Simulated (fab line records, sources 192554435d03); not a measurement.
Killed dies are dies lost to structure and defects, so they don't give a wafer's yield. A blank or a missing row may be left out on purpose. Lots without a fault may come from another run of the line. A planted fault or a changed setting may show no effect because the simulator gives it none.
fab line records | flow n5_finfet
record lots=6 wafers=18 last_day=19
route steps=1938 shown HKMG_FIN@416
lots that met no fault: from a run of the same line without faults
start_h: hours from the record's first day to the start of the lot's first wafer shown | wait_h: hours since the lot's step before | " the same as in the row above | L1.1+2: a row that stands for several wafers | - no value, or no start given | * or withheld: withheld | < > ~ a bound
route shown NAME@n: a module of which the file shows steps, and the number in the route of the first | usual: mean/standard deviation of fault-free wafers | same: alike in all rows | chamber/n: place in a boat | sites: the reading at each site | _std_site: their standard deviation | _edge_site: outer sites' mean less inner sites' | radius_mm: how far each site lies from the wafer's centre | mask NAME#n: copy n | behind: the tool/chamber that last shaped the wafer | hold: why the lot was held/for how many hours/how that ended | device: the transistor (n, p or np) that didn't switch | end of line: the same wafers' tests at the end of the route | a step without rows: its recipe alone | killed: dies lost to structure and defects at the first sort, not the wafer's yield | map: a wafer's dies, x killed, . not, _ none there
set.NAME: the setting as run; set.NAME@STEP: as run at that earlier step | model.NAME: the simulator's own value behind a step, which no gauge read
lots at some steps of the route; a table a step, a row a wafer
services: from which hour (start_h, from the record's first day; less than 0 if before it) a tool's chamber was out of use, for how many hours, and why
## steps
# step N5_HKMG_FIN_WET_ETCH_65
# recipe chemistry=TMAH temp_c=70 conc_wt_pct=5 target=a-Si stop_on=TiN time_s=49 target_depth_nm=3
# step N5_HKMG_FIN_WET_ETCH_81
# recipe chemistry=SC1 target=TiN stop_on=HfO2 mix=1:1:5 temp_c=60 time_s=57 target_depth_nm=6
# step N5_HKMG_FIN_WET_ETCH_82
# recipe chemistry=dHCl mix=1:10000 temp_c=25 target=La2O3 stop_on=HfO2 target_depth_nm=2 dry=ipa_marangoni rinse_time_s=30 rinse_temp_c=23
# step N5_HKMG_FIN_ALD_36
# recipe material=TiN target_thk_a=10 temp_c=400 ald_precursor_family=TiCl4 ald_co_reactant=NH3 pulse_time_s=1 purge_time_s=3 co_reactant_purge_time_s=2 co_reactant_pulse_time_s=2 ald_cycles=47 pressure_torr=3
# usual chamber_pressure_Torr=3.001/0.0069 heater_power_outer_w=535/85 heater_power_w=865/130 precursor_pulse_height_rel=1.000/0.021
# same ald_cycles=47
# columns lot.wafer tool chamber start_h wait_h chamber_pressure_Torr heater_power_outer_w heater_power_w precursor_pulse_height_rel since_wet_clean_h
L577.2 ald_metal-02 3 78.48 0.0 2.980 556 839 0.988 5895
L577.3 " 1 " " 2.998 529 828 0.973 5895
L577.4 " 0 " " 2.999 451 703 1.031 5895
L583.1 ald_metal-03 1 108.84 0.1 3.003 611 930 0.987 1310
L583.2 " 0 " " 3.009 487 800 1.006 1310
L583.6 " 3 " " 3.010 503 781 1.041 -
L585.1 ald_metal-02 3 120.19 0.0 3.003 568 833 1.032 5937
L585.4 " 0 " " 3.004 454 681 0.995 5937
L585.5 " 3 " " 3.004 555 844 0.994 -
L586.1 ald_metal-01 0 128.81 0.0 2.999 589 941 0.997 4407
L586.2 " 3 " " 3.006 523 946 0.994 4407
L586.6 " 0 " " 2.998 599 951 0.958 -
L595.1 ald_metal-02 3 182.55 0.0 3.003 572 820 0.997 5999
L595.3 " 2 " " 3.014 417 726 0.963 5999
L595.5 " 3 " " 3.007 572 852 1.026 -
L600.1 ald_metal-01 3 212.74 0.0 3.005 525 941 1.018 4491
L600.2 " 1 " " 3.008 451 754 1.020 4491
L600.6 " 2 " " 2.999 682 1077 0.993 -
# step N5_HKMG_FIN_THK_MEAS_70
# recipe thk_meas_gauge=xrf reads=HfO2_of_HKMG_FIN_HK_ALD_01
# usual HK_THK=1.621/0.022
# columns lot.wafer tool chamber start_h wait_h HK_THK[nm]
L577.2 film_metro-02 - 78.76 0.2 1.621
L577.3 " - " " 1.629
L577.4 " - " " 1.647
L583.1 film_metro-02 - 109.12 0.2 1.600
L583.2 " - " " 1.621
L583.6 " - " " 1.572
L585.1 film_metro-01 - 120.47 0.2 1.628
L585.4 " - " " 1.618
L585.5 " - " " 1.624
L586.1 film_metro-01 - 129.09 0.2 1.606
L586.2 " - " " 1.629
L586.6 " - " " 1.619
L595.1 film_metro-01 - 182.84 0.2 1.629
L595.3 " - " " 1.645
L595.5 " - " " 1.611
L600.1 film_metro-01 - 213.02 0.2 1.626
L600.2 " - " " 1.644
L600.6 " - " " 1.623
# step N5_HKMG_FIN_PWFM_ALD_03
# recipe material=TiN target_thk_a=20 temp_c=400 ald_precursor_family=TiCl4 ald_co_reactant=NH3 pulse_time_s=1 purge_time_s=3 co_reactant_purge_time_s=2 co_reactant_pulse_time_s=2 ald_cycles=91 pressure_torr=3
# usual chamber_pressure_Torr=3.000/0.0062 heater_power_outer_w=543/74 heater_power_w=872/110 precursor_pulse_height_rel=0.997/0.022
# same ald_cycles=91
# columns lot.wafer tool chamber start_h wait_h chamber_pressure_Torr heater_power_outer_w heater_power_w precursor_pulse_height_rel since_wet_clean_h
L577.2 ald_metal-01 3 78.79 0.0 3.004 532 930 1.020 4357
L577.3 " 2 " " 3.004 700 1083 1.001 4357
L577.4 " 0 " " 2.993 603 960 1.013 4357
L583.1 ald_metal-02 2 109.16 0.0 3.004 413 723 0.992 5926
L583.2 " 0 " " 3.004 435 706 1.031 5926
L583.6 " 3 " " 3.006 569 817 1.025 -
L585.1 ald_metal-03 0 120.51 0.0 3.009 500 806 0.970 1322
L585.4 " 3 " " 2.984 501 802 1.023 1322
L585.5 " 2 " " 3.003 554 923 1.017 -
L586.1 ald_metal-03 1 129.13 0.0 2.993 596 928 0.998 1330
L586.2 " 3 " " 2.992 509 798 0.989 1330
L586.6 " 3 " " 2.998 498 808 0.962 -
L595.1 ald_metal-03 0 182.87 0.0 2.998 495 817 1.020 1384
L595.3 " 1 " " 3.007 594 919 1.008 1384
L595.5 " 3 " " 3.000 523 797 0.957 -
L600.1 ald_metal-01 3 213.06 0.0 2.988 531 939 0.969 4491
L600.2 " 0 " " 2.999 606 956 0.959 4491
L600.6 " 2 " " 3.009 680 1092 1.028 -
# step N5_HKMG_FIN_COAT_29
# recipe resist=SOC temp_c=250 time_s=60 spin_rpm=1500 resist_thk_nm=300
# step N5_HKMG_FIN_COAT_30
# recipe resist=SiARC temp_c=220 time_s=60 spin_rpm=1500 resist_thk_nm=35
# step N5_HKMG_FIN_COAT_06
# recipe resist=CAR-ArF spin_rpm=1500 resist_thk_nm=90
# step N5_HKMG_FIN_EBR_08
# recipe solvent=PGMEA ebr_width_mm=1.5
# step N5_HKMG_FIN_SOFTBAKE_07
# recipe temp_c=110 time_s=60 resist=CAR-ArF
# step N5_HKMG_FIN_EXPOSE_09
# recipe mask_id=NWFM na=1.35 source_shape=conventional sigma_outer=0.8 polarization=unpolarized dose_mj=39.25
# step N5_HKMG_FIN_PEB_10
# recipe peb_temp_c=withheld peb_time_s=60 resist=CAR-ArF
# usual chill_plate_temp_C=22.99/0.098 exhaust_pa=45.1/0.91
# columns lot.wafer tool chamber start_h wait_h chill_plate_temp_C exhaust_pa
L577.2 litho_track-03 0 79.56 0.0 23.02 44.7
L577.3 " 0 " " 22.92 45.0
L577.4 " 0 " " 22.88 45.3
L583.1 litho_track-02 0 109.93 0.1 22.85 45.5
L583.2 " 0 " " 22.98 45.8
L583.6 " 0 " " 22.90 45.8
L585.1 litho_track-02 - 121.28 0.1 - -
L585.4 " - " " - -
L585.5 " - " " - -
L586.1 litho_track-04 - 129.90 0.1 - -
L586.2 " - " " - -
L586.6 " - " " - -
L595.1 litho_track-02 0 183.52 0.1 23.06 45.2
L595.3 " 0 " " 22.98 44.6
L595.5 " 0 " " 23.13 45.1
L600.1 litho_track-04 0 213.70 0.1 22.87 46.0
L600.2 " 0 " " 22.93 45.3
L600.6 " 0 " " 22.95 45.8
# step N5_HKMG_FIN_DEVELOP_11
# recipe develop_time_s=30 developer=TMAH resist=CAR-ArF dev_temp_c=23 rinse_liquid=diw dry=air_spin
## services
# columns tool chamber start_h hours kind
litho_track-04 - 56.20 - consumable_replace:filter
ald_metal-03 0 69.48 4.2 repair
ald_metal-02 - 136.53 2.8 pm
ald_metal-03 2 203.26 5.1 repair
## key
first_sign step=N5_HKMG_FIN_PEB_10 reading=tool_record direction=missing
effect none on later readings
met_at N5_HKMG_FIN_PEB_10
struck_wafers L585.1,L585.4,L585.5,L586.1,L586.2,L586.6
later_rows_left_out L585.1,L585.4,L585.5,L586.1,L586.2,L586.6
sort_left_out L585.1,L585.4,L585.5,L586.1,L586.2,L586.6
onset_between 109.93 121.28
fault kind=skipped_step_whole tool=litho_track-02,litho_track-04 chamber=- onset_h=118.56 steps=N5_HKMG_FIN_PEB_10 scope=struck_lots_only
# sort_left_out: the simulated sort isn't trusted on such a fault, so these wafers' sort isn't shown, and their yield isn't known
# later_rows_left_out: the simulator's readings of these wafers behind a module that went badly wrong aren't trusted and aren't shown, but for the sort
